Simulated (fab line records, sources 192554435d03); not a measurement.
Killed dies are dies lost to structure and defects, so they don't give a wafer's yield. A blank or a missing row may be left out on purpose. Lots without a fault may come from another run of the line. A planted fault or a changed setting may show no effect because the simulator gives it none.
fab line records | flow n5_finfet
record lots=24 wafers=72 last_day=17
route steps=1938 shown BEOL_M10@1485
lots that met no fault: from a run of the same line without faults
start_h: hours from the record's first day to the start of the lot's first wafer shown | wait_h: hours since the lot's step before | " the same as in the row above | L1.1+2: a row that stands for several wafers | - no value, or no start given | * or withheld: withheld | < > ~ a bound
route shown NAME@n: a module of which the file shows steps, and the number in the route of the first | usual: mean/standard deviation of fault-free wafers | same: alike in all rows | chamber/n: place in a boat | sites: the reading at each site | _std_site: their standard deviation | _edge_site: outer sites' mean less inner sites' | radius_mm: how far each site lies from the wafer's centre | mask NAME#n: copy n | behind: the tool/chamber that last shaped the wafer | hold: why the lot was held/for how many hours/how that ended | device: the transistor (n, p or np) that didn't switch | end of line: the same wafers' tests at the end of the route | a step without rows: its recipe alone | killed: dies lost to structure and defects at the first sort, not the wafer's yield | map: a wafer's dies, x killed, . not, _ none there
set.NAME: the setting as run; set.NAME@STEP: as run at that earlier step | model.NAME: the simulator's own value behind a step, which no gauge read
steps of the route over a sample of lots; a table a step, a row a wafer
services: from which hour (start_h, from the record's first day; less than 0 if before it) a tool's chamber was out of use, for how many hours, and why
## steps
# step N5_BEOL_M10_INSPECT_13
# recipe mode=adi inspect_instrument=brightfield
# usual raw_defect_count=420/99
# columns lot.wafer tool chamber start_h wait_h raw_defect_count
L074.3 defect_inspect-01 - 217.66 0.0 553
L074.4 " - " " 386
L074.5 " - " " 412
L076.3 defect_inspect-01 - 218.06 0.0 295
L076.5 " - " " 430
L076.6 " - " " 283
L075.2 defect_inspect-01 - 226.56 0.0 427
L075.3 " - " " 569
L075.5 " - " " 440
L078.2 defect_inspect-01 - 229.90 0.0 425
L078.5 " - " " 301
L078.6 " - " " 373
L077.1 defect_inspect-01 - 234.00 0.0 595
L077.4 " - " " 306
L077.5 " - " " 354
L079.1 defect_inspect-02 - 243.12 0.0 336
L079.2 " - " " 419
L079.3 " - " " 326
L080.2 defect_inspect-02 - 249.22 0.0 526
L080.5 " - " " 450
L080.6 " - " " 521
L081.2 defect_inspect-01 - 254.28 0.0 331
L081.4 " - " " 400
L081.5 " - " " 445
L082.2 defect_inspect-01 - 265.36 0.0 499
L082.3 " - " " 427
L082.5 " - " " 363
L083.1 defect_inspect-02 - 265.58 0.0 383
L083.3 " - " " 372
L083.4 " - " " 446
L084.2 defect_inspect-02 - 270.25 0.0 435
L084.3 " - " " 372
L084.4 " - " " 363
L085.3 defect_inspect-01 - 276.14 0.0 497
L085.5 " - " " 389
L085.6 " - " " 416
L086.4 defect_inspect-01 - 285.03 0.0 539
L086.5 " - " " 595
L086.6 " - " " 822
L087.2 defect_inspect-02 - 296.05 0.0 360
L087.3 " - " " 441
L087.5 " - " " 250
L088.2 defect_inspect-01 - 299.77 0.0 646
L088.4 " - " " 521
L088.6 " - " " 413
L089.1 defect_inspect-02 - 306.63 0.0 724
L089.2 " - " " 532
L089.3 " - " " 543
L090.1 defect_inspect-01 - 306.93 0.0 447
L090.2 " - " " 421
L090.3 " - " " 353
L091.1 defect_inspect-02 - 313.85 0.0 513
L091.5 " - " " 552
L091.6 " - " " 308
L092.3 defect_inspect-01 - 326.82 0.0 350
L092.4 " - " " 315
L092.5 " - " " 438
L094.1 defect_inspect-02 - 333.88 0.0 473
L094.2 " - " " 395
L094.4 " - " " 489
L093.1 defect_inspect-02 - 340.33 0.0 336
L093.2 " - " " 293
L093.5 " - " " 441
L095.1 defect_inspect-02 - 340.78 0.0 436
L095.3 " - " " 379
L095.4 " - " " 379
L096.2 defect_inspect-01 - 345.50 0.0 425
L096.3 " - " " 490
L096.6 " - " " 501
L097.3 defect_inspect-01 - 356.45 0.0 309
L097.5 " - " " 343
L097.6 " - " " 284
# step N5_BEOL_M10_ETCH_62
# recipe chemistry=N2/H2 target=SOC target_depth_a=1100 overetch_a=220 mask_material=SiARC temp_c=40 time_s=165 ion_energy_ev=200 pressure_mtorr=30 source_w=840 bias_w=150 n2_flow_sccm=200 h2_flow_sccm=200
# usual chamber_pressure_mTorr=29.999/0.026 drypump_motor_current_A=5.7/0.31 oes_product_au=0.66/0.066 rf_vpp_V=524.3/3 showerhead_plenum_p_Torr=2.55/0.11 throttle_valve_pct=17.91/0.2
# columns lot.wafer tool chamber start_h wait_h chamber_pressure_mTorr drypump_motor_current_A oes_product_au rf_hours_counter_h rf_vpp_V showerhead_plenum_p_Torr throttle_valve_pct
L074.3 rie_diel-05 3 218.40 0.0 30.002 5.8 0.69 88 526.9 2.68 17.62
L074.4 " 2 " " 29.921 5.6 0.65 156 520.8 2.43 17.97
L074.5 " 1 " " 30.006 5.8 0.61 - 527.8 2.66 18.19
L076.3 rie_diel-02 1 218.47 0.0 30.025 5.7 0.78 15 528.7 2.72 17.87
L076.5 " 0 " " 30.007 5.8 0.60 - 520.7 2.42 17.88
L076.6 " 1 " " 29.998 5.7 0.79 - 529.4 2.72 17.89
L075.2 rie_diel-02 0 226.93 0.0 29.969 5.8 0.60 209 521.3 2.42 17.89
L075.3 " 2 " " 30.018 5.4 0.66 98 521.2 2.44 17.70
L075.5 " 3 " " 29.970 5.4 0.62 - 522.7 2.52 18.09
L078.2 rie_diel-01 0 230.78 0.0 29.937 6.1 0.75 41 521.7 2.50 18.05
L078.5 " 3 " " 30.018 5.2 0.69 - 524.8 2.56 17.52
L078.6 " 0 " " 30.075 6.1 0.75 - 522.1 2.50 18.04
L077.1 rie_diel-01 2 235.59 0.0 29.970 6.0 0.83 0 528.8 2.72 17.66
L077.4 " 0 " " 30.007 6.1 0.74 44 522.9 2.49 18.06
L077.5 " 2 " " 29.992 6.0 0.83 - 528.4 2.72 17.65
L079.1 rie_diel-02 3 243.95 0.0 30.012 5.4 0.61 217 522.6 2.51 18.08
L079.2 " 1 " " 29.989 5.7 0.76 28 528.9 2.72 17.88
L079.3 " 0 " " 29.990 5.8 0.60 218 520.8 2.41 17.91
L080.2 rie_diel-05 3 249.34 0.0 29.993 5.8 0.68 89 527.7 2.68 17.63
L080.5 " 1 " " 29.993 5.8 0.60 - 527.9 2.66 18.17
L080.6 " 2 " " 30.001 5.6 0.63 - 520.2 2.43 17.96
L081.2 rie_diel-05 3 254.40 0.0 30.027 5.8 0.69 90 526.9 2.68 17.65
L081.4 " 0 " " 29.996 6.3 0.58 249 526.5 2.63 18.32
L081.5 " 1 " " 30.019 5.8 0.60 - 527.6 2.66 18.19
L082.2 rie_diel-01 3 265.77 0.0 30.014 5.2 0.67 108 524.6 2.55 17.55
L082.3 " 0 " " 30.041 6.1 0.73 56 524.8 2.49 18.06
L082.5 " 0 " " 30.002 6.1 0.73 - 520.8 2.49 18.06
L083.1 rie_diel-02 3 265.79 0.0 29.993 5.4 0.61 222 522.4 2.51 18.11
L083.3 " 1 " " 30.056 5.7 0.75 36 528.0 2.71 17.90
L083.4 " 2 " " 30.015 5.4 0.65 115 522.3 2.44 17.73
L084.2 rie_diel-01 3 270.55 0.0 30.052 5.2 0.68 109 523.0 2.55 17.57
L084.3 " 0 " " 29.998 6.1 0.73 58 522.1 2.49 18.08
L084.4 " 2 " " 29.993 6.0 0.78 16 528.2 2.71 17.67
L085.3 rie_diel-02 1 276.25 0.0 29.939 5.7 0.74 39 529.2 2.71 17.91
L085.5 " 3 " " 30.023 5.4 0.61 - 521.1 2.51 18.10
L085.6 " 0 " " 29.995 5.8 0.59 - 519.5 2.41 17.91
L086.4 rie_diel-01 2 285.14 0.0 30.014 6.0 0.77 21 528.2 2.71 17.70
L086.5 " 1 " " 29.970 5.8 0.58 - 526.4 2.58 17.80
L086.6 " 0 " " 29.975 6.1 0.71 - 521.2 2.49 18.07
L087.2 rie_diel-02 0 296.17 0.0 30.021 5.8 0.58 237 520.4 2.40 17.94
L087.3 " 3 " " 30.004 5.4 0.60 233 523.0 2.51 18.12
L087.5 " 2 " " 30.002 5.4 0.64 - 521.0 2.43 17.74
L088.2 rie_diel-05 0 299.89 0.0 29.991 6.3 0.80 6 524.7 2.62 17.89
L088.4 " 3 " " 30.017 5.8 0.67 - 526.5 2.67 17.67
L088.6 " 2 " " 30.023 5.6 0.63 - 521.9 2.42 18.02
L089.1 rie_diel-02 2 306.75 0.0 30.002 5.4 0.64 127 521.3 2.43 17.75
L089.2 " 1 " " 30.047 5.7 0.73 49 527.9 2.71 17.91
L089.3 " 0 " " 30.058 5.8 0.58 241 519.7 2.40 17.93
L090.1 rie_diel-02 0 307.05 0.0 29.990 5.8 0.58 241 520.9 2.40 17.95
L090.2 " 2 " " 30.003 5.4 0.64 127 520.5 2.43 17.75
L090.3 " 1 " " 29.960 5.7 0.73 50 527.7 2.71 17.94
L091.1 rie_diel-05 3 314.01 0.0 30.015 5.8 0.66 117 526.5 2.67 17.69
L091.5 " 1 " " 29.989 5.8 0.59 - 526.5 2.65 18.22
L091.6 " 0 " " 30.052 6.3 0.79 - 528.2 2.62 17.90
L092.3 rie_diel-01 1 327.09 0.0 30.043 5.8 0.57 244 525.7 2.58 17.82
L092.4 " 3 " " 30.012 5.2 0.65 129 523.6 2.54 17.59
L092.5 " 2 " " 29.973 6.0 0.75 - 527.2 2.70 17.70
L094.1 rie_diel-02 2 334.23 0.0 29.986 5.4 0.63 138 521.5 2.43 17.77
L094.2 " 1 " " 29.992 5.7 0.71 60 527.8 2.70 17.95
L094.4 " 2 " " 29.988 5.4 0.63 - 522.1 2.43 17.78
L093.1 rie_diel-05 2 340.45 0.0 30.011 5.6 0.62 196 519.3 2.42 18.05
L093.2 " 1 " " 29.996 5.8 0.59 223 525.4 2.65 18.24
L093.5 " 2 " " 30.020 5.6 0.61 - 520.5 2.42 18.03
L095.1 rie_diel-02 3 340.97 0.0 29.952 5.4 0.59 248 522.8 2.50 18.15
L095.3 " 2 " " 30.001 5.4 0.63 141 519.5 2.43 17.78
L095.4 " 2 " " 30.018 5.4 0.63 - 518.7 2.43 17.77
L096.2 rie_diel-02 3 345.63 0.0 29.990 5.4 0.60 250 522.7 2.50 18.15
L096.3 " 2 " " 30.018 5.4 0.63 143 521.8 2.42 17.79
L096.6 " 1 " " 30.028 5.7 0.71 - 527.6 2.70 17.93
L097.3 rie_diel-05 3 356.79 0.0 29.989 5.8 0.66 132 527.0 2.66 17.71
L097.5 " 0 " " 29.975 6.3 0.76 - 526.1 2.61 17.93
L097.6 " 3 " " 30.008 5.8 0.65 - 527.7 2.66 17.71
# step N5_BEOL_M10_STRIP_36
# recipe chemistry=N2/H2 power_w=450 temp_c=40 pressure_mtorr=20 rf_frequency_hz=6e+07 overash_fraction=0.3 bias_power_w=7 h2_frac=0.5 n2_flow_sccm=200 h2_flow_sccm=200
# usual chamber_pressure_mTorr=20.00/0.039 drypump_motor_current_A=5.65/0.28 oes_product_au=0.78/0.081 rf_vpp_V=59.1/1.9 showerhead_plenum_p_Torr=2.54/0.11 throttle_valve_pct=23.70/0.25
# columns lot.wafer tool chamber start_h wait_h chamber_pressure_mTorr drypump_motor_current_A oes_product_au rf_hours_counter_h rf_vpp_V showerhead_plenum_p_Torr throttle_valve_pct
L076.3 rie_diel-01 1 220.79 0.0 20.03 5.76 0.69 201 60.2 2.59 23.49
L076.5 " 3 " " 20.03 5.14 0.81 - 56.4 2.55 23.30
L076.6 " 1 " " 20.03 5.77 0.70 - 59.0 2.59 23.54
L074.3 rie_diel-02 3 222.01 0.0 19.94 5.42 0.73 205 57.0 2.51 23.85
L074.4 " 2 " " 20.06 5.36 0.79 96 55.7 2.44 23.52
L074.5 " 2 " " 20.08 5.37 0.81 - 55.1 2.44 23.47
L075.2 rie_diel-02 0 229.99 0.0 19.99 5.82 0.72 210 59.8 2.41 23.46
L075.3 " 1 " " 19.98 5.66 0.91 21 62.4 2.72 23.87
L075.5 " 0 " " 20.05 5.78 0.71 - 57.7 2.41 23.46
L078.2 rie_diel-02 2 233.29 0.0 19.99 5.37 0.79 101 58.3 2.44 23.51
L078.5 " 3 " " 19.99 5.38 0.73 - 60.7 2.51 23.86
L078.6 " 0 " " 20.05 5.81 0.70 - 61.3 2.41 23.45
L077.1 rie_diel-01 0 238.19 0.0 20.01 6.11 0.89 45 57.7 2.49 24.07
L077.4 " 3 " " 19.96 5.21 0.80 97 58.5 2.55 23.32
L077.5 " 2 " " 19.98 6.04 0.99 - 59.5 2.72 23.69
L079.1 rie_diel-02 3 246.15 0.0 19.96 5.38 0.73 217 57.0 2.51 23.82
L079.2 " 1 " " 20.01 5.69 0.88 29 59.0 2.71 23.90
L079.3 " 2 " " 19.93 5.36 0.79 108 59.3 2.44 23.52
L080.2 rie_diel-01 2 252.11 0.0 19.96 6.05 0.96 8 60.4 2.71 23.66
L080.5 " 2 " " 20.00 6.03 0.94 - 58.2 2.71 23.63
L080.6 " 3 " " 20.02 5.21 0.80 - 56.6 2.55 23.31
L081.2 rie_diel-02 0 257.62 0.0 19.97 5.80 0.69 223 55.5 2.41 23.48
L081.4 " 1 " " 20.03 5.68 0.89 33 60.4 2.71 23.85
L081.5 " 0 " " 19.99 5.81 0.69 - 58.1 2.41 23.46
L083.1 rie_diel-02 0 267.70 0.0 20.04 5.82 0.69 227 59.1 2.40 23.52
L083.3 " 3 " " 19.99 5.45 0.72 223 60.5 2.51 23.91
L083.4 " 2 " " 20.10 5.39 0.78 115 60.2 2.43 23.54
L082.2 rie_diel-01 0 267.87 0.0 19.97 6.11 0.87 57 58.0 2.49 24.01
L082.3 " 3 " " 19.98 5.16 0.80 108 58.6 2.54 23.31
L082.5 " 2 " " 19.97 6.06 0.93 - 58.4 2.71 23.72
L084.2 rie_diel-01 3 271.85 0.0 20.08 5.17 0.79 110 55.0 2.54 23.36
L084.3 " 2 " " 19.99 6.00 0.91 16 61.3 2.71 23.66
L084.4 " 1 " " 20.01 5.77 0.67 224 58.7 2.58 23.50
L085.3 rie_diel-01 0 279.83 0.0 19.95 6.10 0.85 61 56.5 2.48 24.04
L085.5 " 1 " " 20.00 5.78 0.67 - 62.4 2.58 23.49
L085.6 " 0 " " 20.06 6.09 0.85 - 57.6 2.48 24.05
L086.4 rie_diel-02 3 287.71 0.0 19.94 5.40 0.71 230 58.1 2.50 23.84
L086.5 " 1 " " 20.04 5.69 0.86 - 62.6 2.71 23.92
L086.6 " 2 " " 20.02 5.38 0.77 - 59.2 2.43 23.49
L087.2 rie_diel-02 2 298.91 0.0 20.00 5.38 0.76 125 57.7 2.43 23.53
L087.3 " 1 " " 20.05 5.67 0.84 46 61.7 2.70 23.92
L087.5 " 3 " " 20.00 5.41 0.70 - 56.8 2.50 23.89
L088.2 rie_diel-02 1 301.05 0.0 19.98 5.69 0.87 47 61.1 2.70 23.90
L088.4 " 3 " " 20.04 5.43 0.71 234 59.3 2.50 23.88
L088.6 " 0 " " 20.10 5.83 0.69 - 58.1 2.40 23.48
L090.1 rie_diel-05 0 309.33 0.0 20.01 6.31 0.92 10 60.1 2.62 24.09
L090.2 " 1 " " 20.00 5.79 0.69 211 59.0 2.65 24.37
L090.3 " 2 " " 19.92 5.61 0.74 184 58.7 2.42 23.75
L089.1 rie_diel-02 2 309.64 0.0 19.94 5.38 0.75 129 59.2 2.43 23.48
L089.2 " 0 " " 19.98 5.83 0.69 242 55.6 2.40 23.52
L089.3 " 1 " " 20.10 5.67 0.86 51 58.9 2.70 23.89
L091.1 rie_diel-02 3 315.88 0.0 19.94 5.37 0.73 239 59.3 2.50 23.85
L091.5 " 1 " " 20.06 5.68 0.84 - 60.2 2.70 23.90
L091.6 " 2 " " 20.02 5.40 0.76 - 59.5 2.42 23.53
L092.3 rie_diel-02 0 328.45 0.0 20.06 5.85 0.67 248 57.9 2.40 23.54
L092.4 " 1 " " 19.99 5.69 0.85 57 55.2 2.70 23.93
L092.5 " 2 " " 20.06 5.39 0.75 - 58.8 2.42 23.51
L094.1 rie_diel-02 2 335.49 0.0 19.99 5.38 0.76 138 59.6 2.42 23.56
L094.2 " 3 " " 20.04 5.33 0.71 245 59.1 2.50 23.86
L094.4 " 2 " " 20.05 5.39 0.75 - 58.3 2.42 23.51
L093.1 rie_diel-05 3 341.77 0.0 19.98 5.83 0.77 127 59.7 2.66 23.50
L093.2 " 0 " " 19.98 6.33 0.88 21 59.0 2.61 24.12
L093.5 " 2 " " 19.95 5.62 0.73 - 60.0 2.41 23.76
L095.1 rie_diel-02 1 342.12 0.0 20.02 5.69 0.83 64 59.9 2.70 23.93
L095.3 " 2 " " 20.00 5.38 0.76 142 56.9 2.42 23.56
L095.4 " 1 " " 19.99 5.67 0.83 - 64.1 2.70 23.91
L096.2 rie_diel-05 0 347.90 0.0 20.03 6.32 0.89 23 61.3 2.61 24.13
L096.3 " 3 " " 20.00 5.79 0.77 129 58.6 2.66 23.50
L096.6 " 2 " " 19.98 5.63 0.72 - 59.0 2.41 23.74
L097.3 rie_diel-01 2 357.94 0.0 20.02 6.01 0.89 49 61.8 2.69 23.72
L097.5 " 0 " " 20.00 6.10 0.84 - 60.6 2.47 24.13
L097.6 " 3 " " 19.98 5.16 0.75 - 59.8 2.53 23.36
# step N5_BEOL_M10_TRENCH_ETCH_37
# recipe chemistry=C4F6/O2 target_depth_a=1488.3 target=SiCOH_lowk time_s=48 ion_energy_ev=250 pressure_mtorr=30 source_w=345 bias_w=185 Ar_flow_sccm=300 C4F6_flow_sccm=10 O2_flow_sccm=10
# usual chamber_pressure_mTorr=29.997/0.024 drypump_motor_current_A=5.65/0.28 oes_product_au=0.78/0.084 rf_vpp_V=657/12 showerhead_plenum_p_Torr=2.86/0.12 throttle_valve_pct=21.02/0.21
# columns lot.wafer tool chamber start_h wait_h chamber_pressure_mTorr drypump_motor_current_A oes_product_au rf_hours_counter_h rf_vpp_V showerhead_plenum_p_Torr throttle_valve_pct
L076.3 rie_diel-01 1 - - 29.977 5.78 0.70 201 647 2.95 21.07
L076.5 " 3 " " 29.962 5.16 0.83 - 636 2.85 20.57
L076.6 " 1 " " 29.965 5.76 0.70 - 646 2.95 21.07
L074.3 rie_diel-02 3 - - 29.987 5.41 0.73 205 680 2.85 21.34
L074.4 " 2 " " 30.011 5.35 0.79 96 660 2.79 21.07
L074.5 " 2 " " 29.987 5.36 0.79 - 661 2.79 21.08
L075.2 rie_diel-02 0 - - 29.996 5.81 0.69 210 653 2.69 20.88
L075.3 " 1 " " 30.011 5.67 0.89 21 649 3.02 20.86
L075.5 " 0 " " 29.953 5.83 0.70 - 654 2.69 20.91
L078.2 rie_diel-02 2 - - 29.986 5.36 0.78 101 664 2.79 21.09
L078.5 " 3 " " 30.003 5.36 0.73 - 680 2.84 21.34
L078.6 " 0 " " 29.985 5.84 0.69 - 653 2.69 20.89
L077.1 rie_diel-01 0 - - 29.991 6.10 0.87 45 648 2.81 21.27
L077.4 " 3 " " 29.999 5.17 0.81 97 636 2.84 20.59
L077.5 " 2 " " 29.988 6.05 1.01 - 660 3.05 20.89
L079.1 rie_diel-02 3 - - 29.976 5.34 0.72 217 680 2.84 21.35
L079.2 " 1 " " 29.942 5.68 0.88 29 650 3.02 20.87
L079.3 " 2 " " 29.986 5.36 0.77 108 663 2.79 21.11
L080.2 rie_diel-01 2 - - 30.017 6.05 0.98 9 659 3.05 20.89
L080.5 " 2 " " 30.030 6.04 0.99 - 661 3.05 20.89
L080.6 " 3 " " 29.951 5.15 0.80 - 638 2.84 20.61
L081.2 rie_diel-02 0 - - 30.017 5.82 0.70 223 654 2.68 20.92
L081.4 " 1 " " 29.986 5.68 0.87 33 650 3.02 20.88
L081.5 " 0 " " 30.005 5.83 0.70 - 654 2.68 20.92
L083.1 rie_diel-02 0 - - 29.993 5.81 0.70 227 652 2.68 20.94
L083.3 " 3 " " 30.001 5.37 0.72 223 679 2.84 21.34
L083.4 " 2 " " 29.973 5.37 0.77 115 662 2.78 21.11
L082.2 rie_diel-01 0 - - 30.032 6.08 0.86 57 650 2.81 21.31
L082.3 " 3 " " 29.997 5.18 0.80 108 638 2.84 20.62
L082.5 " 2 " " 30.004 6.01 0.95 - 660 3.04 20.90
L084.2 rie_diel-01 3 - - 30.002 5.17 0.80 110 638 2.84 20.61
L084.3 " 2 " " 29.981 6.01 0.94 16 659 3.04 20.91
L084.4 " 1 " " 29.979 5.78 0.68 224 644 2.94 21.12
L085.3 rie_diel-01 0 - - 29.997 6.09 0.85 61 647 2.80 21.30
L085.5 " 1 " " 29.966 5.76 0.68 - 646 2.94 21.11
L085.6 " 0 " " 30.018 6.11 0.84 - 649 2.80 21.31
L086.4 rie_diel-02 3 - - 29.987 5.42 0.73 230 678 2.83 21.36
L086.5 " 1 " " 29.985 5.67 0.86 - 650 3.01 20.90
L086.6 " 2 " " 29.988 5.37 0.76 - 662 2.78 21.12
L087.2 rie_diel-02 2 - - 29.960 5.38 0.76 125 663 2.78 21.13
L087.3 " 1 " " 29.981 5.65 0.86 46 649 3.01 20.89
L087.5 " 3 " " 30.003 5.45 0.72 - 678 2.83 21.38
L088.2 rie_diel-02 1 - - 29.976 5.68 0.85 47 649 3.01 20.89
L088.4 " 3 " " 30.016 5.39 0.72 234 678 2.83 21.38
L088.6 " 0 " " 29.999 5.79 0.69 - 652 2.67 20.95
L090.1 rie_diel-05 0 - - 29.999 6.30 0.93 10 686 2.92 20.79
L090.2 " 1 " " 30.024 5.78 0.69 211 654 2.94 21.07
L090.3 " 2 " " 30.020 5.61 0.72 184 660 2.67 20.86
L089.1 rie_diel-02 2 - - 29.957 5.37 0.75 129 662 2.78 21.13
L089.2 " 0 " " 29.990 5.84 0.68 242 652 2.67 20.95
L089.3 " 1 " " 29.918 5.68 0.85 51 650 3.01 20.91
L091.1 rie_diel-02 3 - - 30.032 5.42 0.71 239 679 2.83 21.39
L091.5 " 1 " " 30.017 5.68 0.84 - 649 3.01 20.92
L091.6 " 2 " " 29.985 5.36 0.75 - 662 2.78 21.13
L092.3 rie_diel-02 0 - - 30.007 5.80 0.67 248 655 2.67 20.96
L092.4 " 1 " " 30.042 5.67 0.83 57 649 3.01 20.91
L092.5 " 2 " " 29.968 5.38 0.74 - 660 2.77 21.13
L094.1 rie_diel-02 2 - - 29.982 5.37 0.75 138 659 2.77 21.15
L094.2 " 3 " " 30.028 5.38 0.72 245 679 2.83 21.39
L094.4 " 2 " " 30.013 5.38 0.74 - 662 2.77 21.13
L093.1 rie_diel-05 3 - - 30.029 5.79 0.77 127 659 2.98 20.82
L093.2 " 0 " " 29.987 6.31 0.90 21 684 2.91 20.84
L093.5 " 2 " " 29.977 5.61 0.73 - 661 2.67 20.88
L095.1 rie_diel-02 1 - - 30.034 5.67 0.82 64 650 3.00 20.91
L095.3 " 2 " " 29.983 5.37 0.73 142 661 2.77 21.16
L095.4 " 1 " " 29.976 5.69 0.82 - 649 3.00 20.92
L096.2 rie_diel-05 0 - - 30.035 6.30 0.90 23 686 2.91 20.81
L096.3 " 3 " " 29.968 5.81 0.77 129 659 2.98 20.82
L096.6 " 2 " " 29.991 5.61 0.72 - 660 2.67 20.88
L097.3 rie_diel-01 2 - - 29.989 6.02 0.89 49 658 3.03 20.96
L097.5 " 0 " " 30.015 6.11 0.81 - 647 2.79 21.35
L097.6 " 3 " " 30.003 5.14 0.77 - 637 2.82 20.66
# step N5_BEOL_M10_PRE_CLEAN_45
# recipe gas=H2/He time_s=30 temp_c=250
# usual heater_power_w=326/36
# columns lot.wafer tool chamber start_h wait_h heater_power_w
L076.3 pvd_sputter-03 - 221.77 0.0 323
L076.5 " - " " 291
L076.6 " - " " 294
L074.3 pvd_sputter-02 - 222.79 0.0 352
L074.4 " - " " 412
L074.5 " - " " 329
L075.2 pvd_sputter-01 - 232.79 0.0 301
L075.3 " - " " 300
L075.5 " - " " 312
L078.2 pvd_sputter-02 - 234.44 0.0 404
L078.5 " - " " 346
L078.6 " - " " 411
L077.1 pvd_sputter-01 - 242.58 0.0 303
L077.4 " - " " 314
L077.5 " - " " 317
L079.1 pvd_sputter-02 - 248.70 0.0 328
L079.2 " - " " 354
L079.3 " - " " 405
L080.2 pvd_sputter-01 - 252.98 0.0 294
L080.5 " - " " 374
L080.6 " - " " 299
L081.2 pvd_sputter-03 - 258.90 0.0 307
L081.4 " - " " 323
L081.5 " - " " 295
L082.2 pvd_sputter-03 - 268.72 0.0 312
L082.3 " - " " 300
L082.5 " - " " 324
L083.1 pvd_sputter-03 - 268.80 0.0 298
L083.3 " - " " 298
L083.4 " - " " 326
L084.2 pvd_sputter-02 - 272.72 0.0 312
L084.3 " - " " 404
L084.4 " - " " 347
L085.3 pvd_sputter-01 - 280.73 0.0 294
L085.5 " - " " 382
L085.6 " - " " 294
L086.4 pvd_sputter-01 - 289.04 0.0 313
L086.5 " - " " 293
L086.6 " - " " 311
L087.2 pvd_sputter-03 - 299.81 0.0 288
L087.3 " - " " 321
L087.5 " - " " 297
L088.2 pvd_sputter-01 - 303.35 0.0 310
L088.4 " - " " 298
L088.6 " - " " 292
L090.1 pvd_sputter-03 - 310.60 0.0 299
L090.2 " - " " 325
L090.3 " - " " 294
L089.1 pvd_sputter-03 - 310.88 0.0 319
L089.2 " - " " 303
L089.3 " - " " 299
L091.1 pvd_sputter-01 - 317.42 0.0 294
L091.5 " - " " 377
L091.6 " - " " 291
L092.3 pvd_sputter-02 - 329.85 0.0 401
L092.4 " - " " 357
L092.5 " - " " 350
L094.1 pvd_sputter-03 - 336.43 0.0 326
L094.2 " - " " 295
L094.4 " - " " 297
L093.1 pvd_sputter-02 - 342.85 0.0 317
L093.2 " - " " 349
L093.5 " - " " 313
L095.1 pvd_sputter-02 - 342.93 0.0 348
L095.3 " - " " 400
L095.4 " - " " 321
L096.2 pvd_sputter-01 - 349.03 0.0 382
L096.3 " - " " 320
L096.6 " - " " 383
L097.3 pvd_sputter-01 - 358.93 0.0 309
L097.5 " - " " 383
L097.6 " - " " 295
# step N5_BEOL_M10_THK_MEAS_53
# recipe thk_meas_gauge=xrf reads=Cu_of_BEOL_M10_ECD_50
# usual M10_THK=139/3.9
# columns lot.wafer tool chamber start_h wait_h M10_THK[nm]
L076.3 film_metro-02 - 223.58 - 138
L076.5 " - " " 144
L076.6 " - " " 139
L074.3 film_metro-01 - 224.46 - 139
L074.4 " - " " 137
L074.5 " - " " 137
L075.2 film_metro-01 - 234.36 - 134
L075.3 " - " " 134
L075.5 " - " " 135
L078.2 film_metro-02 - 236.05 - 137
L078.5 " - " " 143
L078.6 " - " " 133
L077.1 film_metro-02 - 244.23 - 139
L077.4 " - " " 143
L077.5 " - " " 148
L079.1 film_metro-01 - 250.09 - 139
L079.2 " - " " 134
L079.3 " - " " 136
L080.2 film_metro-02 - 254.79 - 148
L080.5 " - " " 151
L080.6 " - " " 141
L081.2 film_metro-01 - 260.76 - 138
L081.4 " - " " 140
L081.5 " - " " 142
L082.2 film_metro-01 - 271.19 - 137
L082.3 " - " " 139
L082.5 " - " " 149
L083.1 film_metro-02 - 271.46 - 138
L083.3 " - " " 142
L083.4 " - " " 138
L084.2 film_metro-01 - 274.34 - 140
L084.3 " - " " 149
L084.4 " - " " 134
L085.3 film_metro-01 - 282.37 - 139
L085.5 " - " " 136
L085.6 " - " " 139
L086.4 film_metro-02 - 292.13 - 139
L086.5 " - " " 134
L086.6 " - " " 138
L087.2 film_metro-02 - 301.62 - 142
L087.3 " - " " 137
L087.5 " - " " 144
L088.2 film_metro-02 - 304.86 - 136
L088.4 " - " " 143
L088.6 " - " " 140
L090.1 film_metro-02 - 312.59 - 137
L090.2 " - " " 136
L090.3 " - " " 138
L089.1 film_metro-01 - 313.20 - 142
L089.2 " - " " 137
L089.3 " - " " 133
L091.1 film_metro-01 - 319.05 - 139
L091.5 " - " " 132
L091.6 " - " " 135
L092.3 film_metro-01 - 331.33 - 136
L092.4 " - " " 134
L092.5 " - " " 138
L094.1 film_metro-01 - 338.25 - 138
L094.2 " - " " 141
L094.4 " - " " 137
L093.1 film_metro-01 - 345.27 - 140
L093.2 " - " " 140
L093.5 " - " " 141
L095.1 film_metro-02 - 345.48 - 135
L095.3 " - " " 139
L095.4 " - " " 135
L096.2 film_metro-01 - 350.98 - 137
L096.3 " - " " 138
L096.6 " - " " 136
L097.3 film_metro-01 - 360.39 - 148
L097.5 " - " " 140
L097.6 " - " " 139
## services
# columns tool chamber start_h hours kind
rie_diel-01 0 196.80 1.5 repair
rie_diel-01 2 198.84 3.8 repair
rie_diel-01 2 218.70 - clean
rie_diel-01 2 218.70 - consumable_replace:focus_ring
rie_diel-01 2 218.70 - consumable_replace:showerhead
rie_diel-01 2 218.70 16.3 scheduled_down
rie_diel-01 2 218.70 16.3 vent_cycle
rie_diel-05 - 219.15 28.1 pm
rie_diel-01 1 224.90 1.9 repair
rie_diel-01 - 260.12 2.1 repair
rie_diel-05 1 284.51 16.5 repair
rie_diel-05 0 287.28 3.1 repair
rie_diel-02 3 307.53 2.1 repair
rie_diel-05 - 318.46 0.3 repair
rie_diel-01 - 319.33 0.6 repair
rie_diel-02 0 332.85 - clean
rie_diel-02 0 332.85 - consumable_replace:focus_ring
rie_diel-02 0 332.85 - consumable_replace:showerhead
rie_diel-02 0 332.85 16.9 scheduled_down
rie_diel-02 0 332.85 16.9 vent_cycle
rie_diel-02 3 349.78 - clean
rie_diel-02 3 349.78 - consumable_replace:focus_ring
rie_diel-02 3 349.78 20.1 scheduled_down
rie_diel-02 3 349.78 20.1 vent_cycle
## key
fault none
